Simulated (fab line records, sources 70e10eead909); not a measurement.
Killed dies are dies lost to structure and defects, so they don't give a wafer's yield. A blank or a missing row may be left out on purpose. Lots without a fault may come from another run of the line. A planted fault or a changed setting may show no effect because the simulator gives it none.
fab line records | flow nand_harc
record lots=6 wafers=18 last_day=33
route steps=1302 shown A_CHANNEL_FILL_D2@615 END@1302
lots that met no fault: from a run of the same line without faults
start_h: hours from the record's first day to the start of the lot's first wafer shown | wait_h: hours since the lot's step before | " the same as in the row above | L1.1+2: a row that stands for several wafers | - no value, or no start given | * or withheld: withheld | < > ~ a bound
route shown NAME@n: a module of which the file shows steps, and the number in the route of the first | usual: mean/standard deviation of fault-free wafers | same: alike in all rows | chamber/n: place in a boat | sites: the reading at each site | _std_site: their standard deviation | _edge_site: outer sites' mean less inner sites' | radius_mm: how far each site lies from the wafer's centre | mask NAME#n: copy n | behind: the tool/chamber that last shaped the wafer | hold: why the lot was held/for how many hours/how that ended | device: the transistor (n, p or np) that didn't switch | end of line: the same wafers' tests at the end of the route | a step without rows: its recipe alone | killed: dies lost to structure and defects at the first sort, not the wafer's yield | map: a wafer's dies, x killed, . not, _ none there
set.NAME: the setting as run; set.NAME@STEP: as run at that earlier step | model.NAME: the simulator's own value behind a step, which no gauge read
lots at some steps of the route; a table a step, a row a wafer
services: from which hour (start_h, from the record's first day; less than 0 if before it) a tool's chamber was out of use, for how many hours, and why
## steps
# step NHARC_A_CHANNEL_FILL_D2_ALD_15
# recipe target_thk_a=20 pulse_time_s=60 ald_cycles=19 temp_c=630 pressure_torr=2 material=SiNx
# usual ald_cycles=19/0 precursor_pulse_height_rel=1.000/0.02
# columns lot.wafer tool chamber start_h wait_h ald_cycles precursor_pulse_height_rel
L513.2 ald_sin_batch-02 0 - - 19 0.997
L513.5 " 0 " " 19 0.994
L513.6 " 0 " " 19 0.989
L520.3 ald_sin_batch-03 0 418.85 3.5 19 0.999
L520.4 " 0 " " 19 0.976
L520.5 " 0 " " 19 1.000
L521.3 ald_sin_batch-03 0 429.25 3.2 19 1.010
L521.4 " 0 " " 19 0.938
L521.5 " 0 " " 19 0.990
L529.1 ald_sin_batch-02 0 - - 19 1.015
L529.3 " 0 " " 19 0.997
L529.6 " 0 " " 19 0.999
L531.1 ald_sin_batch-03 0 - - 19 0.981
L531.5 " 0 " " 19 1.020
L531.6 " 0 " " 19 1.007
L532.1 ald_sin_batch-03 0 - - 19 1.004
L532.2 " 0 " " 19 1.012
L532.3 " 0 " " 19 0.992
# step NHARC_A_CHANNEL_FILL_D2_ALD_16
# recipe target_thk_a=15 pulse_time_s=10 ald_cycles=15 temp_c=300 material=SiO2
# usual ald_cycles=15/0 heater_power_outer_w=258/26 heater_power_w=464/46 precursor_pulse_height_rel=1.001/0.021
# columns lot.wafer tool chamber start_h wait_h ald_cycles heater_power_outer_w heater_power_w precursor_pulse_height_rel
L513.2 ald_hk-01 2 337.23 0.0 15 238 466 0.973
L513.5 " 2 " " 15 237 458 1.011
L513.6 " 3 " " 15 297 526 0.988
L520.4 ald_hk-02 0 420.94 0.1 15 270 443 1.027
L520.3 " 2 " " 15 229 383 1.000
L520.5 " 0 " " 15 260 445 0.969
L521.3 ald_hk-02 2 431.27 0.0 15 226 389 0.982
L521.4 " 3 " " 15 255 480 1.031
L521.5 " 2 " " 15 229 413 0.990
L529.3 ald_hk-02 3 502.07 0.1 15 257 456 1.008
L529.1 " 0 " " 15 263 434 1.016
L529.6 " 2 " " 15 226 402 1.038
L531.1 ald_hk-02 2 518.95 0.1 15 231 403 0.996
L531.5 " 1 " " 15 276 505 0.999
L531.6 " 2 " " 15 231 388 1.038
L532.1 ald_hk-01 1 533.33 0.0 15 271 521 0.975
L532.3 " 2 " " 15 228 450 0.990
L532.2 " 0 " " 15 289 472 1.019
# step NHARC_A_CHANNEL_FILL_D2_ANNEAL_17
# recipe temp_c=850 time_s=1800
# step NHARC_A_CHANNEL_FILL_D2_CVD_18
# recipe target_thk_a=30 temp_c=550 material=poly-Si
# step NHARC_A_CHANNEL_FILL_D2_ETCHBACK_19
# recipe target_depth_a=50 time_s=1.7 hbr_flow_sccm=150 cl2_flow_sccm=50 rf_w=400 icp_w=400 bias_w=100 chemistry=HBr/Cl2
# usual drypump_motor_current_A=5.7/0.34 oes_product_au=1.004/0.013 throttle_valve_pct=26.406/0.0088
# columns lot.wafer tool chamber start_h wait_h drypump_motor_current_A oes_product_au rf_hours_counter_h throttle_valve_pct
L513.2 rie_si-06 0 349.21 0.4 5.9 0.978 0.47 26.406
L513.6 " 0 " " 5.9 0.979 - 26.424
L513.5 " 2 " " 5.3 0.993 - 26.406
L520.3 rie_si-03 1 434.82 0.4 5.7 1.012 0.11 26.412
L520.4 " 0 " " 5.4 1.016 0.11 26.401
L520.5 " 1 " " 5.7 1.012 - 26.401
L521.3 rie_si-04 0 443.13 0.4 4.9 0.999 0.47 26.406
L521.4 " 3 " " 5.7 1.011 0.57 26.397
L521.5 " 1 " " 5.3 1.000 - 26.419
L529.3 rie_si-03 3 516.70 0.4 5.9 1.016 0.47 26.392
L529.1 " 1 " " 5.7 1.018 0.55 26.409
L529.6 " 2 " " 5.7 1.008 - 26.407
L531.1 rie_si-06 0 530.43 0.4 5.9 0.988 0.70 26.398
L531.5 " 3 " " 5.5 0.986 - 26.399
L531.6 " 0 " " 5.9 1.002 - 26.389
L532.2 rie_si-03 2 545.05 0.4 5.7 1.014 0.90 26.419
L532.1 " 3 " " 5.9 1.009 0.71 26.416
L532.3 " 0 " " 5.5 1.014 0.69 26.414
# step NHARC_A_CHANNEL_FILL_D2_ETCHBACK_20
# recipe target_depth_a=270 time_s=13.5 c4f8_flow_sccm=withheld o2_flow_sccm=8 ar_flow_sccm=withheld rf_w=600 bias_w=1500 chemistry=C4F8/O2/Ar
# step NHARC_A_CHANNEL_FILL_D2_STRIP_28
# recipe time_s=20 o2_flow_sccm=500 ar_flow_sccm=0 bias_w=0 chemistry=O2
# usual drypump_motor_current_A=5.9/0.35 oes_product_au=0.998/0.014 rf_vpp_V=57.7/0.88 showerhead_plenum_p_Torr=3.52/0.14 throttle_valve_pct=17.037/0.0087
# columns lot.wafer tool chamber start_h wait_h drypump_motor_current_A oes_product_au rf_hours_counter_h rf_vpp_V showerhead_plenum_p_Torr throttle_valve_pct
L513.2 rie_diel-11 1 349.44 0.1 6.2 1.017 3 56.6 3.39 17.038
L513.5 " 2 " " 6.5 0.986 - 58.4 3.73 17.038
L513.6 " 3 " " 5.7 0.990 - 58.2 3.70 17.037
L520.3 rie_diel-01 2 435.20 0.1 5.8 1.015 1 59.9 3.62 17.039
L520.4 " 0 " " 5.5 0.996 1 57.5 3.31 17.027
L520.5 " 1 " " 6.1 1.010 - 56.6 3.62 17.050
L521.4 rie_diel-07 3 443.34 0.1 6.1 0.974 24 57.5 3.31 17.031
L521.3 " 2 " " 5.9 0.994 28 57.6 3.52 17.040
L521.5 " 3 " " 6.2 0.972 - 56.8 3.31 17.024
L529.1 rie_diel-01 2 516.92 0.1 5.8 1.014 4 59.0 3.62 17.023
L529.3 " 3 " " 5.4 0.987 4 57.0 3.53 17.041
L529.6 " 1 " " 6.1 1.008 - 57.7 3.62 17.033
L531.1 rie_diel-11 0 530.64 0.1 5.9 0.988 2 57.9 3.32 17.062
L531.5 " 0 " " 5.9 0.982 - 57.6 3.32 17.034
L531.6 " 1 " " 6.2 1.009 - 57.9 3.39 17.029
L532.2 rie_diel-01 1 545.27 0.1 6.1 1.025 4 58.6 3.61 17.042
L532.1 " 2 " " 5.8 1.010 4 57.9 3.62 17.049
L532.3 " 0 " " 5.4 1.011 3 55.8 3.31 17.048
# step NHARC_A_CHANNEL_FILL_D2_PRECLEAN_21
# recipe time_s=30 chemistry=dHF
# step NHARC_A_CHANNEL_FILL_D2_SRD_23
# step NHARC_A_CHANNEL_FILL_D2_CVD_05
# recipe target_thk_a=50 temp_c=550 material=poly-Si
# step NHARC_A_CHANNEL_FILL_D2_ANNEAL_22
# recipe temp_c=620 time_s=7200
# step NHARC_A_CHANNEL_FILL_D2_ALD_25
# recipe target_thk_a=600 pulse_time_s=10 ald_cycles=600 temp_c=300 material=SiOx
# usual ald_cycles=600/0 heater_power_outer_w=262/30 heater_power_w=469/51 precursor_pulse_height_rel=1.001/0.021
# columns lot.wafer tool chamber start_h wait_h ald_cycles heater_power_outer_w heater_power_w precursor_pulse_height_rel
L513.2 ald_hk-03 0 362.62 1.3 600 256 487 0.993
L513.6 " 2 363.86 2.5 600 242 409 0.992
L513.5 " 3 " " 600 302 535 1.017
L520.3 ald_hk-02 3 447.16 0.7 600 256 469 0.970
L520.4 " 2 448.98 2.5 600 229 405 1.031
L520.5 " 3 " " 600 257 472 1.023
L521.3 ald_hk-02 3 456.46 1.3 600 254 466 1.005
L521.4 " 0 " " 600 265 444 0.988
L521.5 " 1 " " 600 283 491 1.003
L529.3 ald_hk-03 0 529.49 0.7 613 259 481 1.016
L529.1 " 2 530.74 1.9 613 248 412 1.018
L529.6 " 3 " " 613 319 569 0.989
L531.1 ald_hk-03 0 543.20 0.9 613 260 476 1.005
L531.5 " 3 545.06 2.7 613 322 568 1.029
L531.6 " 0 " " 613 261 486 1.009
L532.3 ald_hk-01 3 557.60 0.7 600 291 492 0.953
L532.1 " 0 " " 600 297 479 0.989
L532.2 " 1 " " 600 278 514 1.025
# step NHARC_A_CHANNEL_FILL_D2_ETCHBACK_08
# recipe target_depth_a=2200 time_s=110 c4f8_flow_sccm=20 ar_flow_sccm=withheld rf_w=600 bias_w=300 chemistry=C4F8
# usual oes_product_au=0.97/0.036 rf_vpp_V=440.0/2.8
# columns lot.wafer tool chamber start_h wait_h oes_product_au rf_hours_counter_h rf_vpp_V
L513.2 rie_diel-07 1 - - 1.00 14 440.1
L513.6 " 1 " " 1.00 - 440.0
L513.5 " 2 " " 0.97 - 441.3
L520.3 rie_diel-01 0 - - 0.93 2 436.2
L520.4 " 1 " " 0.94 1 441.0
L520.5 " 0 " " 0.94 - 437.3
L521.4 rie_diel-01 0 - - 1.00 2 435.9
L521.3 " 1 " " 1.01 1 441.7
L521.5 " 0 " " 1.00 - 437.1
L529.1 rie_diel-07 1 - - 0.99 6 439.9
L529.3 " 2 " " 0.97 6 439.8
L529.6 " 1 " " 0.99 - 439.3
L531.1 rie_diel-07 3 - - 0.97 10 438.0
L531.5 " 2 " " 0.98 - 438.8
L531.6 " 3 " " 0.97 - 437.2
L532.1 rie_diel-07 0 - - 0.99 13 439.7
L532.2 " 2 " " 0.98 12 438.0
L532.3 " 3 " " 0.97 13 436.7
# step NHARC_END_SORT_01
# recipe temp_c=25
# usual killed_at_array=59/21 killed_at_other=0.8/1.1 killed_at_periphery=4.1/2.8 killed_dies=64/20 killed_open=3.1/1.7 killed_short=2.4/1.6
# same gross_dies=677
# columns lot.wafer tool chamber start_h wait_h killed_at_array killed_at_other killed_at_periphery killed_dies killed_open killed_short
L513.2 prober-01 0 603.13 2.8 66 2 0 68 3 3
L513.5 prober-01 0 605.52 3.7 78 4 0 82 2 1
L513.6 prober-01 0 606.32 4.0 81 0 0 81 2 5
# killed by level:class
L513.2 A_CHANNEL_HOLE_D1:chamber_film_flake=26 A_SLIT:chamber_film_flake=23 A_CHANNEL_HOLE_D2:chamber_film_flake=4 A_STAIRCASE:chamber_film_flake=3 A_CONTACT:chamber_film_flake=3 A_ONON_D1:geometric_particle:open=1 A_CHANNEL_FILL_D1:geometric_particle:short=1 A_ONON_D2:geometric_particle:short=1
L513.5 A_SLIT:chamber_film_flake=29 A_CHANNEL_HOLE_D1:chamber_film_flake=27 A_CHANNEL_HOLE_D2:chamber_film_flake=11 A_CONTACT:chamber_film_flake=5 THIN_TSV:chamber_film_flake=4 A_SOURCE_PLATE:geometric_particle:open=1 A_ONON_D1:geometric_particle:open=1 A_CHANNEL_HOLE_D1:geometric_particle:short=1
L513.6 A_CHANNEL_HOLE_D1:chamber_film_flake=34 A_SLIT:chamber_film_flake=22 A_CHANNEL_HOLE_D2:chamber_film_flake=12 A_CHANNEL_FILL_D2:geometric_particle:short=3 A_CONTACT:chamber_film_flake=3 A_SOURCE_PLATE:geometric_particle:short=1 A_ONON_D1:geometric_particle:open=1 A_CHANNEL_FILL_D2:geometric_particle:open=1
## services
# columns tool chamber start_h hours kind
rie_si-03 1 317.54 4.6 repair
rie_diel-01 2 328.11 8.5 repair
rie_diel-07 3 333.76 4.4 repair
rie_diel-11 3 341.57 1.4 repair
rie_si-06 1 345.52 16.1 repair
ald_hk-02 - 348.27 10.0 pm
rie_diel-01 0 369.77 3.5 repair
rie_diel-01 1 375.26 9.3 repair
rie_diel-01 - 380.82 9.0 pm
ald_hk-03 - 390.00 10.0 pm
rie_si-06 3 394.12 4.6 repair
rie_si-03 - 398.00 9.0 pm
ald_sin_batch-02 - 400.22 12.8 repair
rie_diel-07 3 403.50 6.8 repair
rie_diel-11 2 409.93 19.0 repair
rie_si-06 - 420.27 0.2 repair
rie_si-06 - 426.00 9.0 pm
rie_diel-01 0 470.10 40.5 repair
rie_diel-07 - 471.27 9.0 pm
ald_hk-01 - 474.45 10.0 pm
rie_diel-01 3 485.95 1.5 repair
ald_hk-02 - 528.68 10.0 pm
rie_diel-01 0 539.28 3.0 repair
rie_diel-01 - 557.82 9.0 pm
## key
first_sign step=NHARC_A_CHANNEL_FILL_D2_ALD_25 reading=ald_cycles direction=up sigmas=99+ usual=600 struck=613
effect none on later readings
met_at NHARC_A_CHANNEL_FILL_D2_ALD_25
struck_wafers L529.1,L529.3,L529.6,L531.1,L531.5,L531.6
tester_left_out L529,L531
onset_between 362.62 529.49
fault kind=process_parameter_drift tool=ald_hk-03 chamber=- onset_h=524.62 steps=NHARC_A_CHANNEL_FILL_D2_ALD_25 channel=ald_cycles offset=13 shape=step end_h=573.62 acts_in=these_recipes_only stated=600
# tester_left_out: of these lots the tester's yield and bins aren't shown, on N5 and GAA mostly nor the transistor test; their killed dies are dies lost to structure and defects alone, not to doping, threshold or leakage, so they don't give the yield
